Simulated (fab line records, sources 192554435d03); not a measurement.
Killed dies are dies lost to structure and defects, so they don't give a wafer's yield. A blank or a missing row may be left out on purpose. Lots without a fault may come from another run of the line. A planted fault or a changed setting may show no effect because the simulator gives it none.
Problem report in the 8D (eight disciplines) form, filled by code | flow n5_finfet | the parts of the form that need people (team, actions taken, sign-off) are left out

1. THE PROBLEM
susceptor_temp_C at N5_BEOL_M3_ILD_DEP_00 reads a mean of 354.03 C on 3 wafers of 2 lots; wafers without a fault read 350.00 C with a standard deviation of 0.21. That is +19 standard deviations from the usual mean.
The step: deposits SiOC from DEMS/O2, target thk 79 nm, time 15.3 s.
First seen on wafer L913.2, day 9 03:50, on pecvd-02. The record holds 29 wafers of 10 lots with a number at this step. Rule for "out", or "out of limits": more than 4 standard deviations from the usual mean. The other wafers with a number count as sound.

2. WHAT IT IS AND WHAT IT IS NOT
question                    | is                     | is not
which readings at this step | susceptor_temp_C       | heater_power_outer_w, heater_power_w, showerhead_plenum_p_Torr, throttle_valve_pct
which lots                  | L913, L915             | L906, L907, L918, L921, L923, L924, L925, L927
which wafers of those lots  | L913.2, L915.1, L915.5 | L913.3, L913.6, L915.2
read on which tools         | pecvd-02               | pecvd-01, pecvd-03
when                        | from day 9 03:50       | up to then (8 sound wafers); but 18 sound wafers of L915, L918, L921, L923, L924, L925, L927 came after

3. SUSPECTS, AND WHAT RULES EACH OUT
Counting: a tool at a process step up to the reading stays a suspect if it ran every lot that is out. Sound lots after the first of them don't rule it out here, since some wafers of a struck lot are sound.
- pecvd-02 at N5_BEOL_M3_ILD_DEP_00 (deposits SiOC from DEMS/O2, target thk 79 nm, time 15.3 s): kept. It ran every lot that is out, first L913 (day 9 03:50); its last sound lot up to then is L907 (day 7 18:50). Its own readings are out on those wafers: susceptor_temp_C.
- Within pecvd-02 at N5_BEOL_M3_ILD_DEP_00: the wafers that are out ran in chamber 0; their sound lot-mates ran in chambers 1, 2.
Left after counting: pecvd-02 at N5_BEOL_M3_ILD_DEP_00.

4. THE CAUSE (what the simulator had put in)
Process parameter drift: pecvd-02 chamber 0, from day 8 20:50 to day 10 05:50, at N5_BEOL_M3_ILD_DEP_00. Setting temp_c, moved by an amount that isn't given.
Counting left only this tool.

5. THE CHAIN OF EFFECTS, in route order
Each row: a reading whose mean over the struck wafers that have a number lies more than 3 standard deviations from the usual. Only readings for which the record gives a usual standard deviation are gone through. hours: the time from each lot's start at the first step in this table that gives one to its start at this step, as a median over the lots. sigmas: the change in usual standard deviations.
hours | step                  | reading          | usual    | on struck wafers | change | sigmas
0     | N5_BEOL_M3_ILD_DEP_00 | susceptor_temp_C | 350.00 C | 354.03           | +4.03  | +19
The process steps in it:
- N5_BEOL_M3_ILD_DEP_00: deposits SiOC from DEMS/O2, target thk 79 nm, time 15.3 s.
Later measuring or inspecting steps at which every struck wafer that the step has a row for has a number for every such reading, and none has moved that far: N5_BEOL_M4_RC_MEAS_101.

6. WHAT WOULD HAVE CAUGHT IT SOONER
In this record the first reading out of limits was taken at day 9 03:50, 7 hours after the fault began at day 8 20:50.
